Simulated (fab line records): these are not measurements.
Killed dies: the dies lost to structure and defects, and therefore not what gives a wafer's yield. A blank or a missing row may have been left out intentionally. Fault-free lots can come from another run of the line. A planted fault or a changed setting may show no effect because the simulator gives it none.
A lot that was struck, set against a sound lot    flow n5-finfet    18 steps out of a route of 1938
Sound: these wafers, L813.1, L813.3, L813.5. Struck: wafers L820.3, L820.6. (L820.1 of the same lot was not struck and is left out.) The cause comes at the end.
At each step with rows: each side's tool, then ch and its chambers, then its first start. Under that, the readings that differ: sound wafers    struck wafers    difference of the means    sigmas: that difference in standard deviations of wafers without a fault.
alike: readings with means less than 2 such deviations apart, plus words and numbers identical on both sides. not compared: withheld readings, readings lacking a value on some wafer, bounds such as >300 that could conceal the same value, and numbers that have no deviation in the record and whose values overlap.
The two part at a step that has a row with sigmas, a row that says differs or no value, or rows on one side only. Numbers that don't overlap but have no deviation are shown without sigmas and don't part them. A reading that every wafer of one side lacks parts them only if that side has two wafers or more.

N5_BEOL_M9_ETCH_62: etches SOC in N2/H2, target depth 110 nm, overetch 22 nm, time 165 s.
  sound on rie-diel-02 ch 0,1, day 11 21:22; struck on rie-diel-04 ch 0,3, day 13 22:41
  alike: chamber-pressure-mTorr, drypump-motor-current-A, oes-product-au, rf-vpp-V, showerhead-plenum-p-Torr, throttle-valve-pct
  not compared: rf-hours-counter-h
then, 1 step without rows for these wafers: N5_BEOL_M9_STRIP_68 (strips in N2/H2).
N5_BEOL_M9_STRIP_67: strips in CF4.
  sound on rie-diel-02 ch 0,1, day 11 21:31; struck on rie-diel-04 ch 0,3, day 13 22:50
  alike: bias-power-w, chamber-pressure-mTorr, drypump-motor-current-A, oes-product-au, rf-vpp-V, showerhead-plenum-p-Torr, throttle-valve-pct
  not compared: rf-hours-counter-h
N5_BEOL_M9_HM_OPEN_17: chemistry Cl2/BCl3, target TiN, target depth 20 nm, overetch 6 nm.
  sound on rie-metal-01 ch 0, day 11 21:33; struck on rie-metal-02 ch 1, day 13 22:52
  alike: chamber-pressure-mTorr, drypump-motor-current-A, oes-product-au, throttle-valve-pct
  not compared: rf-hours-counter-h
N5_BEOL_M9_STRIP_19: strips in O2.
  sound on rie-diel-04 ch 0,1,2, day 11 21:40; struck on rie-diel-02 ch 2,3, day 13 23:11
reading                      sound        struck   difference  sigmas
drypump-motor-current-A (A)  5.1 5.2 6.0  6.8 6.5  +1.2        +2
  alike: chamber-pressure-mTorr, oes-product-au, rf-vpp-V, showerhead-plenum-p-Torr, throttle-valve-pct
  not compared: rf-hours-counter-h
N5_BEOL_M9_CD_MEAS_18: pitch 140 nm, target cd 70 nm.
  sound: cd-sem-02 at day 11 21:44; struck: cd-sem-02 at day 13 23:15
  alike: cd-nm
then, 6 steps without rows for these wafers: N5_BEOL_M9_COAT_63 (time 60 s, resist thk 60 nm); N5_BEOL_M9_COAT_64 (time 60 s, resist thk 12 nm); N5_BEOL_M9_COAT_75 (time 60 s, resist thk 5 nm); N5_BEOL_M9_COAT_22 (resist thk 30 nm); N5_BEOL_M9_EBR_24; N5_BEOL_M9_SOFTBAKE_23 (time 60 s).
N5_BEOL_M9_EXPOSE_25: exposes mask V8.
  sound on euv-scanner-02 ch 0, day 11 21:55; struck on euv-scanner-02 ch 0, day 14 02:11
  alike: mask
then, 2 steps without rows for these wafers: N5_BEOL_M9_PEB_26 (peb time 60 s); N5_BEOL_M9_DEVELOP_27 (develop time 30 s).
N5_BEOL_M9_CD_MEAS_28: target cd 70 nm.
  sound on cd-sem-03 ch 0, day 11 22:02; struck on cd-sem-03 ch 0, day 14 02:19
reading     sound              struck       difference  sigmas
cd-nm (nm)  69.88 70.22 69.72  71.94 71.63  +1.84       +7
N5_BEOL_M9_OVL_MEAS_29:
  sound on overlay-02 ch 0, day 11 22:04; struck on overlay-01 ch 0, day 14 02:21
  alike: V8_OVL
after that, 1 step had no rows for these wafers: N5_PASSIVATION_PROBE_49.

== WHERE THEY PART ==
Earliest at N5_BEOL_M9_STRIP_19; latest, in this record, at N5_BEOL_M9_CD_MEAS_28. Later steps at which nothing parts them and some readings are alike: N5_BEOL_M9_OVL_MEAS_29.

WHY: whatever the simulator had introduced
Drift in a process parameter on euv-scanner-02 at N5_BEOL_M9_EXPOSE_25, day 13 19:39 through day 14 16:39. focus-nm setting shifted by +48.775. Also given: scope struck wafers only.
